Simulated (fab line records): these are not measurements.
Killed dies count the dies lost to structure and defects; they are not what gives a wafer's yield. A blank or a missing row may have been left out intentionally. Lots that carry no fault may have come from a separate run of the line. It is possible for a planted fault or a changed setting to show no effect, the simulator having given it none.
Chamber matching	flow n5_finfet	N5_BEOL_M12_ILD_DEP_00 on pecvd-04 has 3 sister chambers
The step deposits SiOC from DEMS/O2, target thk 658.92 nm, time 130.7 s. 6 wafers are shown with their chamber, then 8 later ones without.

## EACH WAFER AND ITS CHAMBER
wafer	chamber	throttle_valve_pct (%)	heater_power_w (W)
L081.4	1	12.2	516
L084.5	2	11.7	496
L087.3	2	11.9	453
L087.4	0	12.0	450
L087.6	1	12.0	514
L089.2	0	12.0	475

## WAFERS WHOSE CHAMBER IS MISSING
wafer	throttle_valve_pct (%)	heater_power_w (W)
L089.4	11.8	395
L089.5	11.9	504
L097.1	12.0	463
L097.2	12.0	518
L097.6	12.1	503
L079.1	12.1	444
L079.2	12.0	400
L079.6	12.1	574

## WHICH CHAMBER EACH ONE RAN IN
wafer	from the rows above	in truth
L089.4	can't be placed: 0 or 2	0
L089.5	can't be placed: 2 or 1 or 0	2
L097.1	can't be placed: 0 or 2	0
L097.2	can't be placed: 1 or 0 or 2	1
L097.6	can't be placed: 1 or 0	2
L079.1	can't be placed: 0 or 2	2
L079.2	can't be placed: 0 or 2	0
L079.6	1	1
Placed correctly: 1 of 8. Not placeable from these rows: 7 (in 6, the candidates include the true chamber). Placed wrongly: 0.
How it was worked out, from the rows above alone: a wafer's distance from a chamber is the root of the sum, over the readings, of the square of ((its reading less the chamber's mean) divided by the reading's scatter). If the next closest chamber is less than 2 further off than the closest, the wafer can't be placed; otherwise it belongs to the closest. For every chamber, the mean is computed from those of its wafers that are shown. The scatter: take each reading less its chamber's mean, square it, sum over the shown wafers, divide by the number of wafers less the number of chambers, and take the root.
